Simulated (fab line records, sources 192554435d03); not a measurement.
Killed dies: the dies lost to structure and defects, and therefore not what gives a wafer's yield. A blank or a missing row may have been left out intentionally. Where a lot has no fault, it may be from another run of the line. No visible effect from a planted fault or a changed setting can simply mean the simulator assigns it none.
The tool behind it: which one? | flow n5Finfet | Sampling: 14 lots, 42 wafers, 7 of 1938 route steps

WHAT THE GAUGES READ, wafer by wafer
N5_PMOS_HMC_CHANNEL_EPI_THK_MEAS_22. Usual: for HMC_CMP_THK the level is 54.5 nm and the standard deviation is 1.2.
lot  | measured    | on           | HMC_CMP_THK (nm) | flag
L314 | day 2 09:11 | filmMetro-01 | 54.1 54.3 54.2   | 
L315 | day 2 15:30 | filmMetro-02 | 55.4 54.7 55.5   | 
L316 | day 2 20:34 | filmMetro-01 | 55.0 56.5 56.4   | 
L317 | day 3 02:26 | filmMetro-01 | 52.0 55.9 55.8   | 
L318 | day 3 07:47 | filmMetro-01 | 54.5 53.1 54.5   | 
L319 | day 3 14:24 | filmMetro-01 | 53.7 53.5 52.3   | 
L320 | day 3 19:43 | filmMetro-02 | 53.3 55.5 55.9   | 
L322 | day 4 08:53 | filmMetro-01 | 55.5 53.6 54.1   | 
L323 | day 4 14:05 | filmMetro-01 | 56.1 56.1 54.0   | 
L329 | day 6 01:40 | filmMetro-02 | 52.4 54.0 53.7   | 
L330 | day 6 08:04 | filmMetro-01 | 53.5 54.3 54.2   | 
L333 | day 7 01:38 | filmMetro-02 | 53.6 53.5 54.6   | 
L334 | day 7 08:01 | filmMetro-01 | 54.0 54.6 53.1   | 
L335 | day 7 14:32 | filmMetro-01 | 53.3 52.3 53.2   | 

N5_FIN_SAQP_THK_MEAS_05. Usual: thkNm reads 38.0 nm (standard deviation 0.47).
lot  | measured    | on           | thkNm (nm)     | flag
L314 | day 2 10:36 | filmMetro-02 | 37.4 37.7 38.0 | 
L315 | day 2 18:17 | filmMetro-01 | 37.1 37.9 38.1 | 
L316 | day 2 21:59 | filmMetro-01 | 37.6 38.1 38.2 | 
L317 | day 3 03:43 | filmMetro-01 | 38.1 37.4 38.5 | 
L318 | day 3 09:13 | filmMetro-01 | 38.2 37.8 38.7 | 
L319 | day 3 16:05 | filmMetro-01 | 18.3 38.3 38.6 | OFF
L320 | day 3 21:29 | filmMetro-01 | 37.5 37.8 37.8 | 
L322 | day 4 10:05 | filmMetro-01 | 37.5 38.3 37.7 | 
L323 | day 4 15:19 | filmMetro-02 | 18.8 18.5 38.9 | OFF
L329 | day 6 02:58 | filmMetro-02 | 37.9 38.0 38.6 | 
L330 | day 6 09:10 | filmMetro-02 | 37.9 38.4 38.3 | 
L333 | day 7 03:11 | filmMetro-02 | 37.9 38.6 38.6 | 
L334 | day 7 09:44 | filmMetro-01 | 37.9 38.2 38.4 | 
L335 | day 7 15:39 | filmMetro-01 | 37.4 38.0 38.5 | 

N5_BEOL_M4_RC_MEAS_101. Usual: DIBL_N 36.0 mV/V, standard deviation 1.8; DIBL_P 36.3 mV/V, standard deviation 2.4; IOFF_N 0.16 nA/um, standard deviation 0.035; IOFF_P 0.21 nA/um, standard deviation 0.036; ION_N 673 uA/um, standard deviation 13; ION_P 461 uA/um, standard deviation 7.2; SS_N 71.4 mV/dec, standard deviation 0.6; SS_P 73.2 mV/dec, standard deviation 0.7; VT_N 250 mV, standard deviation 4; VT_P -250.9 mV, standard deviation 2.9.
lot  | measured     | on        | DIBL_N (mV/V)  | DIBL_P (mV/V)  | IOFF_N (nA/um) | IOFF_P (nA/um) | ION_N (uA/um) | ION_P (uA/um) | SS_N (mV/dec)  | SS_P (mV/dec)  | VT_N (mV)   | VT_P (mV)            | flag
L314 | day 8 23:30  | prober-01 | 36.3 35.8 38.5 | 37.4 37.5 40.0 | 0.17 0.16 0.23 | 0.21 0.22 0.26 | 683 672 702   | 462 468 475   | 71.5 70.7 71.8 | 73.8 72.9 73.9 | 248 250 245 | -249.2 -247.8 -246.1 | 
L315 | day 9 03:07  | prober-02 | 34.3 34.0 32.7 | 33.5 32.9 30.7 | 0.16 0.14 0.12 | 0.21 0.19 0.16 | 678 670 653   | 463 459 461   | 70.8 71.3 71.3 | 73.2 72.7 72.2 | 246 250 252 | -247.1 -249.6 -251.3 | 
L316 | day 9 10:52  | prober-02 | 33.9 37.5 35.4 | 34.9 37.1 36.2 | 0.13 0.19 0.15 | 0.17 0.20 0.19 | 674 668 678   | 461 455 470   | 70.4 72.0 71.5 | 73.2 73.4 73.2 | 254 248 249 | -250.4 -251.0 -250.7 | 
L317 | day 10 02:00 | prober-02 | 32.7 34.2 35.7 | 32.6 34.1 37.3 | 0.10 0.12 0.15 | 0.14 0.16 0.20 | 643 663 692   | 446 453 471   | 70.0 71.5 71.5 | 71.9 72.7 73.3 | 259 255 248 | -257.7 -254.1 -249.6 | 
L318 | day 9 23:12  | prober-01 | 35.3 35.7 32.9 | 37.0 36.7 34.1 | 0.15 0.15 0.11 | 0.20 0.20 0.16 | 675 666 668   | 464 459 465   | 71.0 71.3 71.0 | 73.5 73.3 72.7 | 249 253 255 | -252.4 -251.4 -253.0 | 
L319 | day 10 07:46 | prober-02 | 38.8 36.1 37.2 | 40.6 36.2 37.3 | 0.24 0.16 0.17 | 0.30 0.20 0.22 | 690 673 670   | 473 461 464   | 72.4 71.7 72.3 | 74.9 74.1 74.1 | 245 252 252 | -241.6 -250.6 -246.3 | 
L320 | day 10 05:17 | prober-01 | 37.1 38.0 40.5 | 38.9 39.6 43.6 | 0.18 0.18 0.26 | 0.20 0.22 0.29 | 690 681 697   | 466 464 464   | 70.7 71.6 72.0 | 73.9 74.2 74.2 | 244 247 242 | -253.0 -252.3 -248.7 | 
L322 | day 11 04:19 | prober-02 | 36.3 34.5 36.6 | 37.7 34.6 37.1 | 0.18 0.15 0.19 | 0.22 0.18 0.21 | 682 671 683   | 457 456 464   | 71.2 70.8 71.7 | 74.1 72.5 73.6 | 248 248 244 | -251.5 -252.5 -253.3 | 
L323 | day 10 11:23 | prober-01 | 37.4 36.7 32.8 | 38.8 37.8 32.3 | 0.17 0.17 0.10 | 0.26 0.24 0.15 | 684 689 657   | 472 481 458   | 71.1 71.0 70.4 | 74.6 73.8 71.3 | 250 248 259 | -247.8 -249.8 -252.3 | 
L329 | day 12 16:12 | prober-02 | 35.5 34.0 36.1 | 37.7 35.7 37.6 | 0.18 0.14 0.17 | 0.22 0.19 0.23 | 683 682 680   | 467 469 457   | 70.6 71.1 71.8 | 73.8 72.9 73.7 | 247 251 247 | -248.6 -251.5 -248.3 | 
L330 | day 12 22:46 | prober-01 | 37.1 35.1 37.7 | 38.5 35.2 38.7 | 0.16 0.12 0.17 | 0.23 0.20 0.24 | 678 664 680   | 465 463 470   | 71.7 71.3 71.9 | 73.3 72.1 73.4 | 251 257 250 | -248.7 -251.2 -249.4 | 
L333 | day 14 04:22 | prober-01 | 36.3 36.6 35.2 | 34.9 36.3 33.6 | 0.15 0.15 0.13 | 0.20 0.22 0.17 | 679 671 661   | 465 459 450   | 71.5 70.9 71.0 | 73.1 73.6 71.9 | 246 249 250 | -251.2 -251.9 -253.3 | 
L334 | day 14 07:43 | prober-02 | 37.5 37.7 36.6 | 39.3 39.7 38.0 | 0.18 0.18 0.16 | 0.24 0.25 0.23 | 691 680 685   | 475 471 474   | 71.0 72.0 71.1 | 73.8 74.1 73.4 | 246 247 246 | -246.5 -247.2 -248.1 | 
L335 | day 14 06:26 | prober-01 | 37.2 37.9 39.3 | 37.1 36.6 38.0 | 0.16 0.16 0.20 | 0.21 0.21 0.25 | 673 681 687   | 457 461 464   | 71.4 72.1 72.2 | 73.4 74.0 73.7 | 250 250 247 | -252.4 -252.9 -246.7 | 

WHAT TOOL EACH LOT RAN ON (gives the tool, then ch and the chambers of the sampled wafers, and finally the start)
lot  | N5_PMOS_HMC_CHANNEL_EPI_ETCH_38 | N5_FIN_SAQP_HM_DEP_03          | N5_FIN_SAQP_PECVD_47           | N5_FIN_SAQP_HM_OPEN_33
L314 | rieSi-05 ch 1,2, day 2 06:41    | pecvd-04 ch 0,1, day 2 10:31   | pecvd-04 ch 1,2, day 2 10:38   | rieDiel-06 ch 1,2,3, day 2 15:39
L315 | rieSi-06 ch 2,3, day 2 12:02    | pecvd-02 ch 0,1, day 2 18:12   | pecvd-04 ch 0,1,2, day 2 18:19 | rieDiel-06 ch 0,1,2, day 2 22:51
L316 | rieSi-06 ch 1,2,3, day 2 18:44  | pecvd-04 ch 1,2, day 2 21:53   | pecvd-02 ch 0,1,2, day 2 22:01 | rieDiel-01 ch 0,1,3, day 3 02:38
L317 | rieSi-06 ch 0,1,2, day 3 00:12  | pecvd-02 ch 1,2, day 3 03:37   | pecvd-04 ch 0,2, day 3 03:44   | rieDiel-06 ch 0,1,3, day 3 08:16
L318 | rieSi-05 ch 2,3, day 3 05:57    | pecvd-02 ch 0,2, day 3 09:08   | pecvd-03 ch 0,1, day 3 09:15   | rieDiel-06 ch 1,2, day 3 13:53
L319 | rieSi-05 ch 2,3, day 3 12:35    | pecvd-02 ch 0,1,2, day 3 16:00 | pecvd-03 ch 0,2, day 3 16:07   | rieDiel-01 ch 1,2, day 3 20:49
L320 | rieSi-06 ch 0,2,3, day 3 17:53  | pecvd-04 ch 0,1,2, day 3 21:26 | pecvd-03 ch 0,1,2, day 3 21:32 | rieDiel-01 ch 0,3, day 4 01:53
L322 | rieSi-06 ch 0,2,3, day 4 06:40  | pecvd-03 ch 0,1,2, day 4 10:00 | pecvd-03 ch 0,1, day 4 10:07   | rieDiel-01 ch 0,1, day 4 17:05
L323 | rieSi-06 ch 0,1,2, day 4 11:52  | pecvd-02 ch 0,1,2, day 4 15:13 | pecvd-02 ch 0,1,2, day 4 15:21 | rieDiel-05 ch 0,3, day 4 20:28
L329 | rieSi-02 ch 0,1,2, day 5 23:49  | pecvd-04 ch 1,2, day 6 02:53   | pecvd-02 ch 1,2, day 6 03:01   | rieDiel-01 ch 0,3, day 6 07:37
L330 | rieSi-05 ch 0,1,2, day 6 06:08  | pecvd-03 ch 0,1, day 6 09:05   | pecvd-02 ch 0,1,2, day 6 09:13 | rieDiel-05 ch 0,2, day 6 14:25
L333 | rieSi-02 ch 0,1,3, day 6 23:49  | pecvd-02 ch 0,1, day 7 03:06   | pecvd-04 ch 0,2, day 7 03:13   | rieDiel-01 ch 1,2,3, day 7 09:04
L334 | rieSi-05 ch 0,1,2, day 7 05:48  | pecvd-02 ch 0,1, day 7 09:39   | pecvd-04 ch 0,2, day 7 09:47   | rieDiel-01 ch 1,3, day 7 14:55
L335 | rieSi-05 ch 1,3, day 7 12:42    | pecvd-02 ch 0,1, day 7 15:34   | pecvd-04 ch 0,2, day 7 15:41   | rieDiel-01 ch 0,2,3, day 7 20:44
- N5_PMOS_HMC_CHANNEL_EPI_ETCH_38: etches SiO2 in CF4, target depth 1.5 nm.
- N5_FIN_SAQP_HM_DEP_03: deposits SiNx from SiH4/NH3/N2, target thk 38 nm, time 33.6 s.
- N5_FIN_SAQP_PECVD_47: deposits a-Si from SiH4/He, target thk 45 nm, time 36.3 s.
- N5_FIN_SAQP_HM_OPEN_33: chemistry CH3F/O2, target SiNx, target depth 49.4 nm, time 70.6 s.

WHAT THE TOOLS THEMSELVES READ (means of the sampled wafers that have a number; where no wafer has one, the mark that the record gives instead)
N5_PMOS_HMC_CHANNEL_EPI_ETCH_38. Usual: cf4FlowSccm 80.01 sccm, standard deviation 0.25; drypumpMotorCurrentA 5.8 A, standard deviation 0.45; oesProductAu 1.009 a.u., standard deviation 0.02; throttleValvePct 21.90 %, standard deviation 0.19.
lot  | tool     | cf4FlowSccm (sccm) | drypumpMotorCurrentA (A) | oesProductAu (a.u.) | throttleValvePct (%) | flag
L314 | rieSi-05 | 80.04              | 5.8                      | 1.025               | 21.90                | 
L315 | rieSi-06 | 79.73              | 5.2                      | 1.026               | 21.78                | 
L316 | rieSi-06 | 79.93              | 5.5                      | 1.015               | 21.93                | 
L317 | rieSi-06 | 80.24              | 5.9                      | 1.016               | 21.95                | 
L318 | rieSi-05 | 80.02              | 5.9                      | 1.008               | 21.83                | 
L319 | rieSi-05 | 79.85              | 6.0                      | 1.018               | 21.83                | 
L320 | rieSi-06 | 80.00              | 5.7                      | 1.015               | 21.92                | 
L322 | rieSi-06 | 80.29              | 5.7                      | 1.011               | 21.92                | 
L323 | rieSi-06 | 80.01              | 5.8                      | 1.012               | 21.96                | 
L329 | rieSi-02 | 79.82              | 5.6                      | 1.001               | 21.64                | 
L330 | rieSi-05 | 80.03              | 6.0                      | 1.011               | 21.92                | 
L333 | rieSi-02 | 80.19              | 5.5                      | 0.989               | 21.79                | 
L334 | rieSi-05 | 80.20              | 6.0                      | 1.015               | 21.93                | 
L335 | rieSi-05 | 80.16              | 5.8                      | 0.993               | 21.82                | 

N5_FIN_SAQP_HM_DEP_03. Usual: heaterPowerW 829 W, standard deviation 110; showerheadPlenumPTorr 5.15 Torr, standard deviation 0.081; throttleValvePct 40.5 %, standard deviation 2.2.
lot  | tool     | heaterPowerW (W) | showerheadPlenumPTorr (Torr) | throttleValvePct (%) | flag
L314 | pecvd-04 | 954              | 5.18                         | 43.2                 | 
L315 | pecvd-02 | 759              | 5.24                         | 39.9                 | 
L316 | pecvd-04 | 962              | 5.14                         | 41.9                 | 
L317 | pecvd-02 | 672              | 5.11                         | 38.1                 | 
L318 | pecvd-02 | 714              | 5.06                         | 37.8                 | 
L319 | pecvd-02 | 718              | 5.15                         | 38.9                 | 
L320 | pecvd-04 | 967              | 5.15                         | 42.0                 | 
L322 | pecvd-03 | 795              | 5.13                         | 41.3                 | 
L323 | pecvd-02 | 761              | 5.14                         | 39.0                 | 
L329 | pecvd-04 | 893              | 5.16                         | 43.2                 | 
L330 | pecvd-03 | 770              | 5.14                         | 42.3                 | 
L333 | pecvd-02 | 737              | 5.24                         | 39.9                 | 
L334 | pecvd-02 | 779              | 5.24                         | 40.0                 | 
L335 | pecvd-02 | 772              | 5.23                         | 40.0                 | 

N5_FIN_SAQP_PECVD_47. Usual: heaterPowerW 900 W, standard deviation 110; showerheadPlenumPTorr 5.67 Torr, standard deviation 0.051; throttleValvePct 18.6 %, standard deviation 0.98.
lot  | tool     | heaterPowerW (W) | showerheadPlenumPTorr (Torr) | throttleValvePct (%) | flag
L314 | pecvd-04 | 996              | 5.68                         | 19.7                 | 
L315 | pecvd-04 | 965              | 5.67                         | 19.1                 | 
L316 | pecvd-02 | 817              | 5.66                         | 17.7                 | 
L317 | pecvd-04 | 978              | 5.66                         | 18.6                 | 
L318 | pecvd-03 | 871              | 5.66                         | 19.1                 | 
L319 | pecvd-03 | 829              | 5.65                         | 17.9                 | 
L320 | pecvd-03 | 884              | 5.65                         | 18.8                 | 
L322 | pecvd-03 | 829              | 5.66                         | 19.2                 | 
L323 | pecvd-02 | 831              | 5.67                         | 17.7                 | 
L329 | pecvd-02 | 796              | 5.71                         | 18.1                 | 
L330 | pecvd-02 | 833              | 5.67                         | 17.9                 | 
L333 | pecvd-04 | 977              | 5.65                         | 18.7                 | 
L334 | pecvd-04 | 1024             | 5.66                         | 18.6                 | 
L335 | pecvd-04 | 988              | 5.66                         | 18.7                 | 

N5_FIN_SAQP_HM_OPEN_33. Usual: O2_flow_sccm 20.00 sccm, standard deviation 0.068; drypumpMotorCurrentA 5.6 A, standard deviation 0.6; etchRfOnTimeS 69.0 s, standard deviation 1.4; oesProductAu 0.66 a.u., standard deviation 0.063; rfVppV 298 V, standard deviation 3.8; showerheadPlenumPTorr 1.98 Torr, standard deviation 0.052; throttleValvePct 16.33 %, standard deviation 0.23.
lot  | tool       | O2_flow_sccm (sccm) | drypumpMotorCurrentA (A) | etchRfOnTimeS (s) | oesProductAu (a.u.) | rfVppV (V) | showerheadPlenumPTorr (Torr) | throttleValvePct (%) | flag
L314 | rieDiel-06 | 20.05               | 5.6                      | 68.3              | 0.64                | 297        | 1.93                         | 16.48                | 
L315 | rieDiel-06 | 19.99               | 5.7                      | 68.3              | 0.66                | 295        | 1.96                         | 16.44                | 
L316 | rieDiel-01 | 20.03               | 5.0                      | 69.3              | 0.67                | 302        | 1.97                         | 16.28                | 
L317 | rieDiel-06 | 20.01               | 5.3                      | 68.3              | 0.67                | 297        | 1.97                         | 16.52                | 
L318 | rieDiel-06 | 19.96               | 5.4                      | 69.3              | 0.66                | 293        | 1.93                         | 16.54                | 
L319 | rieDiel-01 | 20.02               | 5.5                      | 57.4              | 0.70                | 297        | 2.02                         | 16.09                | OFF
L320 | rieDiel-01 | 20.03               | 5.1                      | 69.1              | 0.64                | 303        | 1.96                         | 16.36                | 
L322 | rieDiel-01 | 20.02               | 5.0                      | 67.9              | 0.68                | 300        | 1.98                         | 16.23                | 
L323 | rieDiel-05 | 19.95               | 6.1                      | 45.6              | 0.74                | 298        | 2.01                         | 16.20                | OFF
L329 | rieDiel-01 | 19.99               | 5.1                      | 70.8              | 0.63                | 303        | 1.96                         | 16.40                | 
L330 | rieDiel-05 | 20.04               | 5.7                      | 69.5              | 0.64                | 302        | 2.03                         | 16.17                | 
L333 | rieDiel-01 | 19.96               | 5.6                      | 69.5              | 0.65                | 299        | 2.00                         | 16.22                | 
L334 | rieDiel-01 | 20.03               | 5.1                      | 69.9              | 0.62                | 300        | 1.98                         | 16.31                | 
L335 | rieDiel-01 | 19.91               | 5.5                      | 68.9              | 0.67                | 300        | 1.98                         | 16.28                | 

THE ANSWER, worked out from the rows above alone
Rule: a lot is off if the mean of its wafers that have a number lies more than 3 standard deviations from the usual mean. Also off: a lot with no number at a reading for which 4 or more lots have one. Where the step has rows for the other lots, those lots are counted as sound. First the gauges in route order, then the tools' own readings, where a lot's mean is used as printed above. At the first step where some lot is off, the reading lying furthest off is the one used; lots without a number count as furthest.
Off at N5_FIN_SAQP_THK_MEAS_05 (thkNm): L319, L323.
A tool fits if, at a process step before that reading, it ran every lot that is off, and no sound lot after the first of them. The gauges at N5_FIN_SAQP_THK_MEAS_05 aren't tried: what is off there is off at N5_FIN_SAQP_HM_OPEN_33 too, on other tools, and a gauge's error can't cause that. None of those tried fits.

WHAT THE SIMULATOR HAD INSERTED
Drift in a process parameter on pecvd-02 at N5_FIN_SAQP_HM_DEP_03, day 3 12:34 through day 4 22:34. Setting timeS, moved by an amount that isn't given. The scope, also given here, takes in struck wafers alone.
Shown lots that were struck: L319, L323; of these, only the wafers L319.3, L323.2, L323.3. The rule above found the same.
